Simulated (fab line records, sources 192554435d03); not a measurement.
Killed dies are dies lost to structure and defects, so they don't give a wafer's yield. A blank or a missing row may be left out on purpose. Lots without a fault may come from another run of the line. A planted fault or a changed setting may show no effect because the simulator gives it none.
fab line records | flow n5_finfet
record lots=24 wafers=72 last_day=19
route steps=1938 shown BEOL_M2@877
lots that met no fault: from a run of the same line without faults
start_h: hours from the record's first day to the start of the lot's first wafer shown | wait_h: hours since the lot's step before | " the same as in the row above | L1.1+2: a row that stands for several wafers | - no value, or no start given | * or withheld: withheld | < > ~ a bound
route shown NAME@n: a module of which the file shows steps, and the number in the route of the first | usual: mean/standard deviation of fault-free wafers | same: alike in all rows | chamber/n: place in a boat | sites: the reading at each site | _std_site: their standard deviation | _edge_site: outer sites' mean less inner sites' | radius_mm: how far each site lies from the wafer's centre | mask NAME#n: copy n | behind: the tool/chamber that last shaped the wafer | hold: why the lot was held/for how many hours/how that ended | device: the transistor (n, p or np) that didn't switch | end of line: the same wafers' tests at the end of the route | a step without rows: its recipe alone | killed: dies lost to structure and defects at the first sort, not the wafer's yield | map: a wafer's dies, x killed, . not, _ none there
set.NAME: the setting as run; set.NAME@STEP: as run at that earlier step | model.NAME: the simulator's own value behind a step, which no gauge read
steps of the route over a sample of lots; a table a step, a row a wafer
services: from which hour (start_h, from the record's first day; less than 0 if before it) a tool's chamber was out of use, for how many hours, and why
## steps
# step N5_BEOL_M2_OVL_MEAS_29
# recipe points_per_wafer=522
# usual V1_OVL=0.5/0.75
# columns lot.wafer tool chamber start_h wait_h V1_OVL[nm]
L075.2 overlay-02 0 157.82 0.0 0.2
L075.4 " 0 " " -0.6
L075.5 " 0 " " 0.8
L074.2 overlay-01 0 160.69 0.0 1.8
L074.5 " 0 " " 1.3
L074.6 " 0 " " 1.1
L077.2 overlay-01 0 162.93 0.0 1.2
L077.3 " 0 " " 0.6
L077.6 " 0 " " 0.3
L078.1 overlay-02 0 163.26 0.0 0.6
L078.2 " 0 " " 0.3
L078.6 " 0 " " 0.4
L079.1 overlay-01 0 177.66 0.0 -0.4
L079.4 " 0 " " 0.1
L079.5 " 0 " " 0.2
L076.2 overlay-02 0 177.72 0.0 0.6
L076.4 " 0 " " 1.3
L076.6 " 0 " " 1.1
L080.1 overlay-02 0 182.10 0.0 1.3
L080.3 " 0 " " 0.7
L080.6 " 0 " " 1.5
L081.3 overlay-01 0 183.43 0.0 0.5
L081.5 " 0 " " 1.3
L081.6 " 0 " " 1.8
L082.3 overlay-01 0 191.26 0.0 1.6
L082.5 " 0 " " 0.4
L082.6 " 0 " " -0.4
L083.2 overlay-02 0 193.77 0.0 -0.5
L083.3 " 0 " " 0.4
L083.4 " 0 " " -0.2
L084.1 overlay-02 0 196.54 0.0 0.5
L084.4 " 0 " " -0.6
L084.5 " 0 " " -0.2
L085.4 overlay-01 0 203.94 0.0 -0.4
L085.5 " 0 " " 0.8
L085.6 " 0 " " 0.2
L086.2 overlay-01 0 208.10 0.0 0.6
L086.5 " 0 " " -0.2
L086.6 " 0 " " -0.1
L087.4 overlay-01 0 220.36 0.0 0.5
L087.5 " 0 " " 1.1
L087.6 " 0 " " -0.3
L088.2 overlay-01 0 220.80 0.0 0.4
L088.3 " 0 " " 0.2
L088.4 " 0 " " 1.7
L089.1 overlay-01 0 229.73 0.0 1.1
L089.5 " 0 " " 0.8
L089.6 " 0 " " 0.5
L090.3 overlay-01 0 234.18 0.0 0.3
L090.4 " 0 " " -0.1
L090.5 " 0 " " 0.2
L091.1 overlay-02 0 245.16 0.0 0.8
L091.2 " 0 " " 0.0
L091.4 " 0 " " 0.8
L093.3 overlay-01 0 248.17 0.0 0.2
L093.4 " 0 " " -0.3
L093.6 " 0 " " -0.4
L092.1 overlay-02 0 249.94 0.0 1.3
L092.3 " 0 " " 0.6
L092.5 " 0 " " 0.3
L094.1 overlay-02 0 255.23 0.0 -1.1
L094.2 " 0 " " -0.3
L094.5 " 0 " " -0.5
L096.2 overlay-02 0 263.23 0.0 0.8
L096.3 " 0 " " 1.0
L096.6 " 0 " " 1.5
L095.1 overlay-01 0 265.45 0.0 0.6
L095.4 " 0 " " -0.1
L095.5 " 0 " " -0.2
L097.3 overlay-01 0 272.48 0.0 -0.1
L097.4 " 0 " " 0.3
L097.5 " 0 " " 0.6
# step N5_BEOL_M2_DEGAS_44
# recipe ambient=vacuum temp_c=250 time_s=60
# usual heater_power_w=338/35
# same time_s=60
# columns lot.wafer tool chamber start_h wait_h heater_power_w
L075.2 pvd_sputter-03 - 168.61 0.2 377
L075.4 " - " " 379
L075.5 " - " " 372
L074.2 pvd_sputter-01 - 171.67 2.5 359
L074.5 " - " " 356
L074.6 " - " " 297
L078.1 pvd_sputter-01 - 172.24 0.0 341
L078.2 " - " " 353
L078.6 " - " " 290
L077.2 pvd_sputter-02 - 172.35 0.1 306
L077.3 " - " " 350
L077.6 " - " " 362
L076.2 pvd_sputter-03 - 181.31 0.2 297
L076.4 " - " " 321
L076.6 " - " " 285
L079.1 pvd_sputter-01 - 181.74 0.5 345
L079.4 " - " " 333
L079.5 " - " " 337
L080.1 pvd_sputter-02 - 189.51 0.5 369
L080.3 " - " " 410
L080.6 " - " " 400
L081.3 pvd_sputter-03 - 194.54 1.2 318
L081.5 " - " " 374
L081.6 " - " " 375
L082.3 pvd_sputter-01 - 199.20 0.3 335
L082.5 " - " " 338
L082.6 " - " " 324
L083.2 pvd_sputter-01 - 202.40 0.2 327
L083.3 " - " " 333
L083.4 " - " " 355
L084.1 pvd_sputter-01 - 214.91 0.4 351
L084.4 " - " " 336
L084.5 " - " " 335
L085.4 pvd_sputter-03 - 219.67 0.4 319
L085.5 " - " " 314
L085.6 " - " " 287
L086.2 pvd_sputter-02 - 221.23 1.1 347
L086.5 " - " " 367
L086.6 " - " " 309
L087.4 pvd_sputter-03 - 228.59 0.6 326
L087.5 " - " " 294
L087.6 " - " " 377
L088.2 pvd_sputter-01 - 239.55 0.3 288
L088.3 " - " " 333
L088.4 " - " " 327
L089.1 pvd_sputter-03 - 243.68 0.3 369
L089.5 " - " " 298
L089.6 " - " " 375
L090.3 pvd_sputter-03 - 248.75 0.2 285
L090.4 " - " " 367
L090.5 " - " " 285
L091.1 pvd_sputter-03 - 257.16 0.6 314
L091.2 " - " " 294
L091.4 " - " " 382
L093.3 pvd_sputter-03 - 271.97 0.6 315
L093.4 " - " " 296
L093.6 " - " " 283
L092.1 pvd_sputter-02 - 273.74 0.6 349
L092.3 " - " " 398
L092.5 " - " " 408
L094.1 pvd_sputter-03 - 275.03 1.0 364
L094.2 " - " " 315
L094.5 " - " " 313
L096.2 pvd_sputter-02 - 280.06 0.4 352
L096.3 " - " " 351
L096.6 " - " " 305
L095.1 pvd_sputter-03 - 284.88 0.1 316
L095.4 " - " " 380
L095.5 " - " " 321
L097.3 pvd_sputter-02 - 287.70 0.1 311
L097.4 " - " " 353
L097.5 " - " " 395
# step N5_BEOL_M2_SPUTTER_81
# recipe material=Cu target_thk_a=45 temp_c=-20 chamber_pressure_pa=0.07 power_w=withheld time_s=8.29
# usual throttle_valve_pct=30.2/0.99
# same time_s=8.29
# columns lot.wafer tool chamber start_h wait_h throttle_valve_pct
L075.2 pvd_sputter-01 - 169.77 0.1 30.6
L075.4 " - " " 28.2
L075.5 " - " " 30.7
L074.2 pvd_sputter-01 - 172.76 0.1 30.6
L074.5 " - " " 30.0
L074.6 " - " " 30.7
L078.1 pvd_sputter-03 - 173.57 0.1 31.4
L078.2 " - " " 29.9
L078.6 " - " " 29.8
L077.2 pvd_sputter-01 - 174.60 0.1 30.5
L077.3 " - " " 29.9
L077.6 " - " " 30.2
L076.2 pvd_sputter-01 - 182.39 0.1 30.3
L076.4 " - " " 28.2
L076.6 " - " " 30.4
L079.1 pvd_sputter-03 - 182.74 0.1 31.3
L079.4 " - " " 29.9
L079.5 " - " " 29.9
L080.1 pvd_sputter-03 - 192.00 0.1 30.2
L080.3 " - " " 31.9
L080.6 " - " " 31.2
L081.3 pvd_sputter-01 - 195.88 0.1 30.6
L081.5 " - " " 28.3
L081.6 " - " " 30.2
L082.3 pvd_sputter-03 - 200.70 0.1 29.8
L082.5 " - " " 29.9
L082.6 " - " " 31.4
L083.2 pvd_sputter-01 - 203.39 0.1 30.3
L083.3 " - " " 28.3
L083.4 " - " " 30.0
L084.1 pvd_sputter-01 - 217.51 0.1 29.9
L084.4 " - " " 30.3
L084.5 " - " " 28.0
L085.4 pvd_sputter-03 - 221.01 0.1 29.6
L085.5 " - " " 29.9
L085.6 " - " " 30.3
L086.2 pvd_sputter-02 - 222.55 0.1 31.9
L086.5 " - " " 29.7
L086.6 " - " " 30.5
L087.4 pvd_sputter-01 - 229.59 0.1 28.1
L087.5 " - " " 30.2
L087.6 " - " " 30.6
L088.2 pvd_sputter-03 - 242.20 0.1 29.7
L088.3 " - " " 29.9
L088.4 " - " " 31.9
L089.1 pvd_sputter-02 - 245.14 0.1 29.6
L089.5 " - " " 31.6
L089.6 " - " " 29.6
L090.3 pvd_sputter-02 - 249.90 0.1 31.9
L090.4 " - " " 29.5
L090.5 " - " " 29.6
L091.1 pvd_sputter-03 - 258.39 0.1 31.7
L091.2 " - " " 30.1
L091.4 " - " " 30.0
L093.3 pvd_sputter-03 - 273.35 0.1 30.2
L093.4 " - " " 29.9
L093.6 " - " " 30.3
L092.1 pvd_sputter-02 - 274.78 0.1 30.2
L092.3 " - " " 29.7
L092.5 " - " " 29.5
L094.1 pvd_sputter-03 - 276.07 0.1 31.7
L094.2 " - " " 29.8
L094.5 " - " " 31.5
L096.2 pvd_sputter-01 - 281.22 0.1 28.0
L096.3 " - " " 30.5
L096.6 " - " " 28.1
L095.1 pvd_sputter-01 - 285.96 0.1 28.4
L095.4 " - " " 30.1
L095.5 " - " " 29.9
L097.3 pvd_sputter-01 - 289.20 0.1 28.1
L097.4 " - " " 30.1
L097.5 " - " " 30.2
# step N5_BEOL_M2_ANNEAL_82
# recipe temp_c=400 time_s=240 ambient=vacuum
# usual heater_power_w=839/81
# same time_s=240
# columns lot.wafer tool chamber start_h wait_h heater_power_w
L075.2 pvd_sputter-01 - 169.85 0.0 857
L075.4 " - " " 827
L075.5 " - " " 892
L074.2 pvd_sputter-01 - 172.84 0.0 923
L074.5 " - " " 720
L074.6 " - " " 892
L078.1 pvd_sputter-03 - 173.65 0.0 715
L078.2 " - " " 935
L078.6 " - " " 938
L077.2 pvd_sputter-01 - 174.68 0.0 883
L077.3 " - " " 805
L077.6 " - " " 817
L076.2 pvd_sputter-01 - 182.47 0.0 711
L076.4 " - " " 837
L076.6 " - " " 701
L079.1 pvd_sputter-03 - 182.82 0.0 732
L079.4 " - " " 934
L079.5 " - " " 954
L080.1 pvd_sputter-03 - 192.08 0.0 908
L080.3 " - " " 808
L080.6 " - " " 712
L081.3 pvd_sputter-01 - 195.96 0.0 858
L081.5 " - " " 841
L081.6 " - " " 721
L082.3 pvd_sputter-03 - 200.78 0.0 942
L082.5 " - " " 942
L082.6 " - " " 732
L083.2 pvd_sputter-01 - 203.47 0.0 714
L083.3 " - " " 845
L083.4 " - " " 826
L084.1 pvd_sputter-01 - 217.59 0.0 823
L084.4 " - " " 714
L084.5 " - " " 842
L085.4 pvd_sputter-03 - 221.09 0.0 932
L085.5 " - " " 950
L085.6 " - " " 923
L086.2 pvd_sputter-02 - 222.63 0.0 905
L086.5 " - " " 772
L086.6 " - " " 1001
L087.4 pvd_sputter-01 - 229.67 0.0 861
L087.5 " - " " 715
L087.6 " - " " 872
L088.2 pvd_sputter-03 - 242.28 0.0 941
L088.3 " - " " 914
L088.4 " - " " 803
L089.1 pvd_sputter-02 - 245.22 0.0 850
L089.5 " - " " 917
L089.6 " - " " 761
L090.3 pvd_sputter-02 - 249.98 0.0 890
L090.4 " - " " 777
L090.5 " - " " 872
L091.1 pvd_sputter-03 - 258.47 0.0 789
L091.2 " - " " 931
L091.4 " - " " 942
L093.3 pvd_sputter-03 - 273.43 0.0 921
L093.4 " - " " 908
L093.6 " - " " 923
L092.1 pvd_sputter-02 - 274.86 0.0 1003
L092.3 " - " " 866
L092.5 " - " " 792
L094.1 pvd_sputter-03 - 276.15 0.0 782
L094.2 " - " " 952
L094.5 " - " " 805
L096.2 pvd_sputter-01 - 281.30 0.0 866
L096.3 " - " " 903
L096.6 " - " " 862
L095.1 pvd_sputter-01 - 286.04 0.0 853
L095.4 " - " " 728
L095.5 " - " " 812
L097.3 pvd_sputter-01 - 289.28 0.0 839
L097.4 " - " " 713
L097.5 " - " " 819
# step N5_BEOL_M2_SPUTTER_90
# recipe material=Cu target_thk_a=45 temp_c=-20 chamber_pressure_pa=0.07 power_w=withheld time_s=8.29
# usual throttle_valve_pct=30.2/0.99
# same time_s=8.29
# columns lot.wafer tool chamber start_h wait_h throttle_valve_pct
L075.2 pvd_sputter-01 - 170.43 0.1 30.7
L075.4 " - " " 28.2
L075.5 " - " " 30.8
L074.2 pvd_sputter-01 - 173.42 0.1 30.6
L074.5 " - " " 30.4
L074.6 " - " " 30.4
L078.1 pvd_sputter-03 - 174.23 0.1 31.2
L078.2 " - " " 29.5
L078.6 " - " " 29.5
L077.2 pvd_sputter-01 - 175.26 0.1 30.7
L077.3 " - " " 30.0
L077.6 " - " " 30.2
L076.2 pvd_sputter-01 - 183.05 0.1 30.2
L076.4 " - " " 28.0
L076.6 " - " " 30.5
L079.1 pvd_sputter-03 - 183.40 0.1 31.4
L079.4 " - " " 29.9
L079.5 " - " " 29.9
L080.1 pvd_sputter-03 - 192.66 0.1 30.1
L080.3 " - " " 31.5
L080.6 " - " " 31.1
L081.3 pvd_sputter-01 - 196.54 0.1 30.5
L081.5 " - " " 27.9
L081.6 " - " " 30.0
L082.3 pvd_sputter-03 - 201.36 0.1 29.7
L082.5 " - " " 29.8
L082.6 " - " " 31.3
L083.2 pvd_sputter-01 - 204.05 0.1 30.5
L083.3 " - " " 28.6
L083.4 " - " " 30.3
L084.1 pvd_sputter-01 - 218.17 0.1 30.0
L084.4 " - " " 30.2
L084.5 " - " " 28.4
L085.4 pvd_sputter-03 - 221.67 0.1 29.8
L085.5 " - " " 29.9
L085.6 " - " " 30.0
L086.2 pvd_sputter-02 - 223.21 0.1 31.6
L086.5 " - " " 29.4
L086.6 " - " " 30.3
L087.4 pvd_sputter-01 - 230.25 0.1 27.9
L087.5 " - " " 30.3
L087.6 " - " " 30.6
L088.2 pvd_sputter-03 - 242.86 0.1 29.6
L088.3 " - " " 30.0
L088.4 " - " " 31.5
L089.1 pvd_sputter-02 - 245.80 0.1 29.7
L089.5 " - " " 32.0
L089.6 " - " " 29.7
L090.3 pvd_sputter-02 - 250.56 0.1 31.8
L090.4 " - " " 29.7
L090.5 " - " " 29.7
L091.1 pvd_sputter-03 - 259.05 0.1 31.4
L091.2 " - " " 30.0
L091.4 " - " " 29.6
L093.3 pvd_sputter-03 - 274.01 0.1 30.1
L093.4 " - " " 29.9
L093.6 " - " " 30.1
L092.1 pvd_sputter-02 - 275.44 0.1 30.3
L092.3 " - " " 30.2
L092.5 " - " " 29.8
L094.1 pvd_sputter-03 - 276.73 0.1 31.4
L094.2 " - " " 29.5
L094.5 " - " " 31.8
L096.2 pvd_sputter-01 - 281.88 0.1 27.9
L096.3 " - " " 30.9
L096.6 " - " " 28.1
L095.1 pvd_sputter-01 - 286.62 0.1 28.2
L095.4 " - " " 30.1
L095.5 " - " " 30.0
L097.3 pvd_sputter-01 - 289.86 0.1 28.2
L097.4 " - " " 30.0
L097.5 " - " " 30.3
# step N5_BEOL_M2_ANNEAL_91
# recipe temp_c=400 time_s=240 ambient=vacuum
# usual heater_power_w=840/82
# same time_s=240
# columns lot.wafer tool chamber start_h wait_h heater_power_w
L075.2 pvd_sputter-01 - 170.51 0.0 880
L075.4 " - " " 839
L075.5 " - " " 885
L074.2 pvd_sputter-01 - 173.50 0.0 866
L074.5 " - " " 717
L074.6 " - " " 877
L078.1 pvd_sputter-03 - 174.31 0.0 694
L078.2 " - " " 948
L078.6 " - " " 949
L077.2 pvd_sputter-01 - 175.34 0.0 879
L077.3 " - " " 818
L077.6 " - " " 825
L076.2 pvd_sputter-01 - 183.13 0.0 699
L076.4 " - " " 864
L076.6 " - " " 722
L079.1 pvd_sputter-03 - 183.48 0.0 719
L079.4 " - " " 957
L079.5 " - " " 909
L080.1 pvd_sputter-03 - 192.74 0.0 933
L080.3 " - " " 794
L080.6 " - " " 712
L081.3 pvd_sputter-01 - 196.62 0.0 877
L081.5 " - " " 840
L081.6 " - " " 724
L082.3 pvd_sputter-03 - 201.44 0.0 930
L082.5 " - " " 951
L082.6 " - " " 706
L083.2 pvd_sputter-01 - 204.13 0.0 730
L083.3 " - " " 852
L083.4 " - " " 804
L084.1 pvd_sputter-01 - 218.25 0.0 807
L084.4 " - " " 719
L084.5 " - " " 826
L085.4 pvd_sputter-03 - 221.75 0.0 953
L085.5 " - " " 925
L085.6 " - " " 936
L086.2 pvd_sputter-02 - 223.29 0.0 881
L086.5 " - " " 784
L086.6 " - " " 1017
L087.4 pvd_sputter-01 - 230.33 0.0 832
L087.5 " - " " 712
L087.6 " - " " 892
L088.2 pvd_sputter-03 - 242.94 0.0 963
L088.3 " - " " 902
L088.4 " - " " 790
L089.1 pvd_sputter-02 - 245.88 0.0 861
L089.5 " - " " 908
L089.6 " - " " 783
L090.3 pvd_sputter-02 - 250.64 0.0 908
L090.4 " - " " 759
L090.5 " - " " 870
L091.1 pvd_sputter-03 - 259.13 0.0 803
L091.2 " - " " 909
L091.4 " - " " 949
L093.3 pvd_sputter-03 - 274.09 0.0 901
L093.4 " - " " 930
L093.6 " - " " 944
L092.1 pvd_sputter-02 - 275.52 0.0 985
L092.3 " - " " 859
L092.5 " - " " 750
L094.1 pvd_sputter-03 - 276.81 0.0 805
L094.2 " - " " 947
L094.5 " - " " 793
L096.2 pvd_sputter-01 - 281.96 0.0 853
L096.3 " - " " 876
L096.6 " - " " 855
L095.1 pvd_sputter-01 - 286.70 0.0 867
L095.4 " - " " 724
L095.5 " - " " 841
L097.3 pvd_sputter-01 - 289.94 0.0 848
L097.4 " - " " 697
L097.5 " - " " 813
## services
# columns tool chamber start_h hours kind
pvd_sputter-02 - 168.67 3.0 repair
pvd_sputter-01 - 272.01 0.5 repair
## key
fault none
